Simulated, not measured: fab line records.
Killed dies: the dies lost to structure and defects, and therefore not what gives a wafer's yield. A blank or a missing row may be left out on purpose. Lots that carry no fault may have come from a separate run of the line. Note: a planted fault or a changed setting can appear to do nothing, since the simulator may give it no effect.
2 desks, one fault / flow nand_harc / numbers are kept per desk, each desk with only its own; the story behind them comes last

TOOL OWNER'S DESK, rie_diel-07
The tool's own readings at NHARC_P_M1_ETCH_15 (etches the open film in C4F8/Ar, target depth 182.5 nm, time 91.2 s): means of the sampled wafers that have a number, for each lot that ran on this tool. If a lot's mean is further than 4 standard deviations from the usual mean, the lot is out of limits and carries the mark OUT (the distance appears in the brackets).
Columns: A = oes_product_au at NHARC_P_M1_ETCH_15, usual 0.958 a.u.; B = rf_vpp_V at NHARC_P_M1_ETCH_15, usual 442 V; C = run_length_s at NHARC_P_M1_ETCH_15, usual 112.5 s
lot=L344; first seen here=day 7 04:56; A=0.963; B=441; C=112.7
lot=L347; first seen here=day 7 11:04; A=0.936; B=441; C=112.4
lot=L348; first seen here=day 7 19:49; A=0.963; B=441; C=112.7
lot=L352; first seen here=day 9 10:29; A=0.972; B=440; C=109.6 (-8.4) OUT
Finding of this desk: L352 out of limits; the first was L352 at day 9 10:29, on run_length_s at NHARC_P_M1_ETCH_15. Within limits: L344, L347, L348.

METROLOGY DESK
Lot by lot, what the gauges showed, no matter which tool ran the lot: averages of those sampled wafers that carry a number. If a lot's mean is further than 4 standard deviations from the usual mean, the lot is out of limits and carries the mark OUT (the distance appears in the brackets).
Columns: A = thk_nm at NHARC_P_M0_THK_MEAS_24, usual 117.0 nm
lot=L341; first seen here=day 6 00:55; A=118.2
lot=L342; first seen here=day 6 06:25; A=116.6
lot=L344; first seen here=day 7 03:01; A=116.6
lot=L345; first seen here=day 7 03:41; A=115.2
lot=L346; first seen here=day 7 08:12; A=117.9
lot=L347; first seen here=day 7 09:10; A=117.1
lot=L348; first seen here=day 7 17:59; A=116.6
lot=L352; first seen here=day 9 08:22; A=117.5
lot=L354; first seen here=day 9 23:42; A=116.8
lot=L360; first seen here=day 10 17:02; A=115.1
lot=L362; first seen here=day 10 21:05; A=117.8
lot=L361; first seen here=day 10 21:29; A=117.3
This desk's finding: nothing out of limits on any of the 12 lots.

BROUGHT TOGETHER
The tool owner's desk had the chance to raise an alarm at day 9 10:29 on L352.
The metrology desk saw nothing out of limits.
The metrology desk holds a record of L352, inside its limits.
All the named lots went through NHARC_P_M1_ETCH_15 on rie_diel-07.

WHAT WAS PUT IN BY THE SIMULATOR
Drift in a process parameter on rie_diel-07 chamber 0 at NHARC_P_M1_ETCH_15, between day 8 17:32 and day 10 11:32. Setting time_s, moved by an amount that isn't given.
Lots struck among those shown: L352.
Delay in hours, fault start to first out-of-limits reading, by desk: the tool owner's desk at 17.
